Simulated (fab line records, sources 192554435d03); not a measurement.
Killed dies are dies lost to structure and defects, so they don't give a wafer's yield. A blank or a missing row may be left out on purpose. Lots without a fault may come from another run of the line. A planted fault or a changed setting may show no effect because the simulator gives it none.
Chamber matching | flow n5_finfet | N5_MIM_TOP_ALD_00 on ald_hk-02: 4 sister chambers
The step deposits Al2O3, purge time 3 s, co reactant pulse time 3 s. 20 wafers are shown with their chamber, then 10 later ones without.

WAFERS WITH THEIR CHAMBER
wafer  | chamber | precursor_pulse_height_rel
L077.2 | 2       | 1.025
L077.5 | 1       | 1.002
L077.6 | 0       | 0.981
L080.2 | 2       | 1.021
L080.5 | 3       | 1.023
L080.6 | 0       | 1.015
L081.1 | 1       | 1.005
L081.4 | 2       | 1.014
L081.5 | 0       | 0.986
L082.1 | 2       | 0.961
L082.3 | 3       | 1.008
L082.4 | 1       | 1.005
L088.1 | 3       | 1.038
L088.5 | 0       | 1.037
L088.6 | 1       | 1.002
L085.2 | 0       | 0.997
L085.3 | 2       | 0.993
L085.4 | 3       | 0.989
L087.1 | 2       | 1.010
L087.3 | 1       | 1.006

SIGNATURES (means of the wafers above)
reading                    | chamber 0 | chamber 1 | chamber 2 | chamber 3 | scatter within a chamber
precursor_pulse_height_rel | 1.00320   | 1.00400   | 1.00400   | 1.01450   | 0.0198
Rule: a wafer's distance from a chamber is the root of the sum, over the readings, of the square of ((its reading less the chamber's mean) divided by the reading's scatter). The wafer belongs to the nearest chamber; if the next one is less than 2 further off, it can't be placed. The scatter: the root of (the sum of the squares of (reading less its chamber's mean) over the shown wafers, divided by (wafers less chambers)).

WAFERS WITHOUT THEIR CHAMBER
wafer  | precursor_pulse_height_rel
L087.6 | 1.022
L092.1 | 1.025
L092.4 | 1.021
L092.6 | 0.999
L090.1 | 1.018
L090.3 | 1.005
L090.4 | 1.007
L093.1 | 0.974
L093.2 | 1.006
L093.4 | 1.003

WHICH CHAMBER EACH WENT THROUGH
wafer  | from the rows above               | in truth
L087.6 | can't be placed: 3 or 1 or 2 or 0 | 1
L092.1 | can't be placed: 3 or 1 or 2 or 0 | 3
L092.4 | can't be placed: 3 or 1 or 2 or 0 | 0
L092.6 | can't be placed: 0 or 1 or 2 or 3 | 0
L090.1 | can't be placed: 3 or 1 or 2 or 0 | 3
L090.3 | can't be placed: 1 or 2 or 0 or 3 | 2
L090.4 | can't be placed: 1 or 2 or 0 or 3 | 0
L093.1 | can't be placed: 0 or 1 or 2 or 3 | 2
L093.2 | can't be placed: 1 or 2 or 0 or 3 | 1
L093.4 | can't be placed: 0 or 1 or 2 or 3 | 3
Placed correctly: 0 of 10. Can't be placed from these rows: 10 (the true chamber is among the candidates in 10). Placed wrongly: 0.
